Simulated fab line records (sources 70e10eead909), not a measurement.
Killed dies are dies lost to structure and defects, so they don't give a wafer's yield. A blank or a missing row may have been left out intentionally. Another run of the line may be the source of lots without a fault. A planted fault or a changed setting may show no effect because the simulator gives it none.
Which tool is to blame? / flow nand harc / 13 lots with 39 wafers sampled at 4 steps, on a route of 1302 steps

## WHAT THE GAUGES READ, wafer by wafer
NHARC_P_GATE_OVL_MEAS_27.
lot=L666; measured=day 5 09:39; on=overlay-02; overlay x nm (nm)=-1.1 -0.8 -1.0; overlay y nm (nm)=0.4 0.5 0.4
lot=L665; measured=day 5 10:17; on=overlay-01; overlay x nm (nm)=0.4 0.1 0.3; overlay y nm (nm)=0.7 1.0 0.8
lot=L667; measured=day 5 23:03; on=overlay-02; overlay x nm (nm)=0.1 0.3 -0.2; overlay y nm (nm)=-0.6 -0.8 -1.1
lot=L668; measured=day 6 17:28; on=overlay-01; overlay x nm (nm)=1.2 0.7 0.9; overlay y nm (nm)=0.1 -0.7 0.0
lot=L669; measured=day 6 19:50; on=overlay-02; overlay x nm (nm)=-0.8 -0.2 -0.1; overlay y nm (nm)=-0.1 0.3 0.8
lot=L670; measured=day 7 02:59; on=overlay-01; overlay x nm (nm)=-0.8 -0.7 -1.0; overlay y nm (nm)=-2.1 -1.4 -1.6
lot=L680; measured=day 11 10:37; on=overlay-02; overlay x nm (nm)=1.3 0.7 0.5; overlay y nm (nm)=-1.0 -1.4 -1.7
lot=L681; measured=day 12 00:14; on=overlay-01; overlay x nm (nm)=1.0 0.5 0.7; overlay y nm (nm)=-1.9 -1.6 -1.3
lot=L682; measured=day 12 14:13; on=overlay-02; overlay x nm (nm)=-0.8 -0.6 -0.2; overlay y nm (nm)=-1.0 -0.4 -0.5
lot=L685; measured=day 13 08:52; on=overlay-02; overlay x nm (nm)=-0.5 -0.7 -0.6; overlay y nm (nm)=-0.7 -0.3 -1.3
lot=L686; measured=day 13 20:25; on=overlay-02; overlay x nm (nm)=-0.5 -0.4 -1.2; overlay y nm (nm)=0.1 0.1 0.3
lot=L687; measured=day 14 05:57; on=overlay-01; overlay x nm (nm)=-1.6 -1.2 -1.0; overlay y nm (nm)=0.5 0.6 0.3
lot=L688; measured=day 14 10:53; on=overlay-01; overlay x nm (nm)=0.9 0.2 0.6; overlay y nm (nm)=-1.7 -1.3 -1.5

NHARC_P_GATE_CD_MEAS_59 targets a cd of 720 nm.
lot=L666; measured=day 5 23:16; on=cd sem-02; cd nm (nm)=716.8 718.4 719.4
lot=L665; measured=day 5 23:54; on=cd sem-03; cd nm (nm)=722.5 726.7 725.7
lot=L667; measured=day 6 12:40; on=cd sem-02; cd nm (nm)=721.6 722.6 724.3
lot=L668; measured=day 7 07:06; on=cd sem-01; cd nm (nm)=715.5 718.2 717.8
lot=L669; measured=day 7 09:23; on=cd sem-03; cd nm (nm)=716.4 715.9 719.3
lot=L670; measured=day 7 18:38; on=cd sem-02; cd nm (nm)=- - -
lot=L680; measured=day 12 00:29; on=cd sem-02; cd nm (nm)=713.8 716.8 713.6
lot=L681; measured=day 12 13:47; on=cd sem-02; cd nm (nm)=718.5 717.3 718.2
lot=L682; measured=day 13 03:33; on=cd sem-01; cd nm (nm)=720.4 722.4 721.5
lot=L685; measured=day 13 22:20; on=cd sem-01; cd nm (nm)=724.7 723.1 721.8
lot=L686; measured=day 14 10:01; on=cd sem-01; cd nm (nm)=720.7 719.7 720.3
lot=L687; measured=day 14 19:26; on=cd sem-02; cd nm (nm)=722.1 725.8 721.8
lot=L688; measured=day 15 00:34; on=cd sem-02; cd nm (nm)=718.9 719.6 717.4

## WHAT TOOL EACH LOT RAN ON (gives the tool, then ch and the chambers of the sampled wafers, and finally the start)
lot=L666; NHARC_P_GATE_DESCUM_31=rie diel-01 ch 1,3, day 5 09:46; NHARC_P_GATE_EXPOSE_56=krf scanner-01 ch 0, day 5 23:06
lot=L665; NHARC_P_GATE_DESCUM_31=rie diel-01 ch 0,1,2, day 5 10:25; NHARC_P_GATE_EXPOSE_56=krf scanner-04 ch 0, day 5 23:45
lot=L667; NHARC_P_GATE_DESCUM_31=rie diel-10 ch 0,1,2, day 5 23:09; NHARC_P_GATE_EXPOSE_56=krf scanner-02 ch 0, day 6 12:30
lot=L668; NHARC_P_GATE_DESCUM_31=rie diel-10 ch 0,2, day 6 17:33; NHARC_P_GATE_EXPOSE_56=krf scanner-01 ch 0, day 7 06:56
lot=L669; NHARC_P_GATE_DESCUM_31=rie diel-10 ch 0,1,2, day 6 19:56; NHARC_P_GATE_EXPOSE_56=krf scanner-01 ch 0, day 7 09:13
lot=L670; NHARC_P_GATE_DESCUM_31=rie diel-01 ch 0,1, day 7 03:05; NHARC_P_GATE_EXPOSE_56=krf scanner-01 ch 0, day 7 18:29
lot=L680; NHARC_P_GATE_DESCUM_31=rie diel-01 ch 0,1,2, day 11 10:44; NHARC_P_GATE_EXPOSE_56=krf scanner-01 ch 0, day 12 00:20
lot=L681; NHARC_P_GATE_DESCUM_31=rie diel-01 ch 1,2,3, day 12 00:22; NHARC_P_GATE_EXPOSE_56=krf scanner-01 ch 0, day 12 13:38
lot=L682; NHARC_P_GATE_DESCUM_31=rie diel-01 ch 2,3, day 12 14:19; NHARC_P_GATE_EXPOSE_56=krf scanner-01 ch 0, day 13 03:24
lot=L685; NHARC_P_GATE_DESCUM_31=rie diel-01 ch 0,1,2, day 13 08:58; NHARC_P_GATE_EXPOSE_56=krf scanner-01 ch 0, day 13 22:11
lot=L686; NHARC_P_GATE_DESCUM_31=rie diel-13 ch 0,3, day 13 20:32; NHARC_P_GATE_EXPOSE_56=krf scanner-02 ch 0, day 14 09:52
lot=L687; NHARC_P_GATE_DESCUM_31=rie diel-13 ch 0,1,2, day 14 06:05; NHARC_P_GATE_EXPOSE_56=krf scanner-02 ch 0, day 14 19:17
lot=L688; NHARC_P_GATE_DESCUM_31=rie diel-01 ch 1,3, day 14 11:00; NHARC_P_GATE_EXPOSE_56=krf scanner-04 ch 0, day 15 00:25
- NHARC_P_GATE_DESCUM_31: chemistry O2, time 3 s.
- NHARC_P_GATE_EXPOSE_56: exposes mask P PSD, target cd 720 nm.

## AS READ BY THE TOOLS THEMSELVES (means over the sampled wafers that have a number; for cases with no such wafer, the mark the record gives instead)
NHARC_P_GATE_DESCUM_31.
lot=L666; tool=rie diel-01; chamber pressure mTorr (mTorr)=60.03; drypump motor current A (A)=5.7; oes product au (a.u.)=1.011; rf vpp V (V)=59.1; showerhead plenum p Torr (Torr)=2.00; throttle valve pct (%)=11.311
lot=L665; tool=rie diel-01; chamber pressure mTorr (mTorr)=60.01; drypump motor current A (A)=6.2; oes product au (a.u.)=1.005; rf vpp V (V)=58.0; showerhead plenum p Torr (Torr)=1.96; throttle valve pct (%)=11.315
lot=L667; tool=rie diel-10; chamber pressure mTorr (mTorr)=60.00; drypump motor current A (A)=6.0; oes product au (a.u.)=1.006; rf vpp V (V)=57.7; showerhead plenum p Torr (Torr)=1.86; throttle valve pct (%)=11.310
lot=L668; tool=rie diel-10; chamber pressure mTorr (mTorr)=60.00; drypump motor current A (A)=5.8; oes product au (a.u.)=1.014; rf vpp V (V)=58.0; showerhead plenum p Torr (Torr)=1.80; throttle valve pct (%)=11.311
lot=L669; tool=rie diel-10; chamber pressure mTorr (mTorr)=59.99; drypump motor current A (A)=6.0; oes product au (a.u.)=0.992; rf vpp V (V)=57.8; showerhead plenum p Torr (Torr)=1.86; throttle valve pct (%)=11.312
lot=L670; tool=rie diel-01; chamber pressure mTorr (mTorr)=60.05; drypump motor current A (A)=6.2; oes product au (a.u.)=1.020; rf vpp V (V)=58.6; showerhead plenum p Torr (Torr)=1.98; throttle valve pct (%)=11.309
lot=L680; tool=rie diel-01; chamber pressure mTorr (mTorr)=59.99; drypump motor current A (A)=6.2; oes product au (a.u.)=1.011; rf vpp V (V)=57.3; showerhead plenum p Torr (Torr)=1.96; throttle valve pct (%)=11.319
lot=L681; tool=rie diel-01; chamber pressure mTorr (mTorr)=59.97; drypump motor current A (A)=6.0; oes product au (a.u.)=1.010; rf vpp V (V)=57.5; showerhead plenum p Torr (Torr)=1.96; throttle valve pct (%)=11.314
lot=L682; tool=rie diel-01; chamber pressure mTorr (mTorr)=60.00; drypump motor current A (A)=5.7; oes product au (a.u.)=0.998; rf vpp V (V)=58.3; showerhead plenum p Torr (Torr)=1.97; throttle valve pct (%)=11.314
lot=L685; tool=rie diel-01; chamber pressure mTorr (mTorr)=60.03; drypump motor current A (A)=6.2; oes product au (a.u.)=1.007; rf vpp V (V)=57.6; showerhead plenum p Torr (Torr)=1.96; throttle valve pct (%)=11.323
lot=L686; tool=rie diel-13; chamber pressure mTorr (mTorr)=59.99; drypump motor current A (A)=5.5; oes product au (a.u.)=0.990; rf vpp V (V)=58.3; showerhead plenum p Torr (Torr)=1.80; throttle valve pct (%)=11.310
lot=L687; tool=rie diel-13; chamber pressure mTorr (mTorr)=60.01; drypump motor current A (A)=5.7; oes product au (a.u.)=0.998; rf vpp V (V)=56.9; showerhead plenum p Torr (Torr)=1.80; throttle valve pct (%)=11.305
lot=L688; tool=rie diel-01; chamber pressure mTorr (mTorr)=59.98; drypump motor current A (A)=6.0; oes product au (a.u.)=0.996; rf vpp V (V)=58.8; showerhead plenum p Torr (Torr)=1.98; throttle valve pct (%)=11.313

NHARC_P_GATE_EXPOSE_56.
lot=L666; tool=krf scanner-01; stage vel mm s (mm/s)=500.32
lot=L665; tool=krf scanner-04; stage vel mm s (mm/s)=499.64
lot=L667; tool=krf scanner-02; stage vel mm s (mm/s)=500.33
lot=L668; tool=krf scanner-01; stage vel mm s (mm/s)=499.98
lot=L669; tool=krf scanner-01; stage vel mm s (mm/s)=499.80
lot=L670; tool=krf scanner-01; stage vel mm s (mm/s)=499.56
lot=L680; tool=krf scanner-01; stage vel mm s (mm/s)=500.12
lot=L681; tool=krf scanner-01; stage vel mm s (mm/s)=499.94
lot=L682; tool=krf scanner-01; stage vel mm s (mm/s)=500.00
lot=L685; tool=krf scanner-01; stage vel mm s (mm/s)=499.99
lot=L686; tool=krf scanner-02; stage vel mm s (mm/s)=500.11
lot=L687; tool=krf scanner-02; stage vel mm s (mm/s)=499.89
lot=L688; tool=krf scanner-04; stage vel mm s (mm/s)=499.92

## THE ANSWER, worked out from the rows above alone
Rule: what is usual is taken from the lots themselves. Put in order of their means at a reading, lots are off if they are a third of the lots or fewer, leave a main group of 4 or more, and stand apart from it by a gap of 3 or more times the standard deviation of the main group's means; of several such gaps the widest counts. If all means in a main group match to the digits the tables above print for the reading, that group is not used. A lot without any number at a reading at which 4 lots or more have one is off too. Any other lot the step has rows for is counted as sound. Order of review: gauges by route order, followed by the tools' own readings, for which a lot's mean as printed above is used. The first step at which some lot is off is used, and at that step the reading that is off furthest; a lot without a number counts as furthest.
Off: L670 (NHARC_P_GATE_CD_MEAS_59, cd nm). Without a number there: L670. For the main group the mean is 720.0 nm and the standard deviation 3.
A tool fits if, at a process step before that reading, it ran every lot that is off, and no sound lot after the first of them. Those tools and the gauges at NHARC_P_GATE_CD_MEAS_59 are tried in the same way. None of those tried fits.

## WHAT THE SIMULATOR PUT IN
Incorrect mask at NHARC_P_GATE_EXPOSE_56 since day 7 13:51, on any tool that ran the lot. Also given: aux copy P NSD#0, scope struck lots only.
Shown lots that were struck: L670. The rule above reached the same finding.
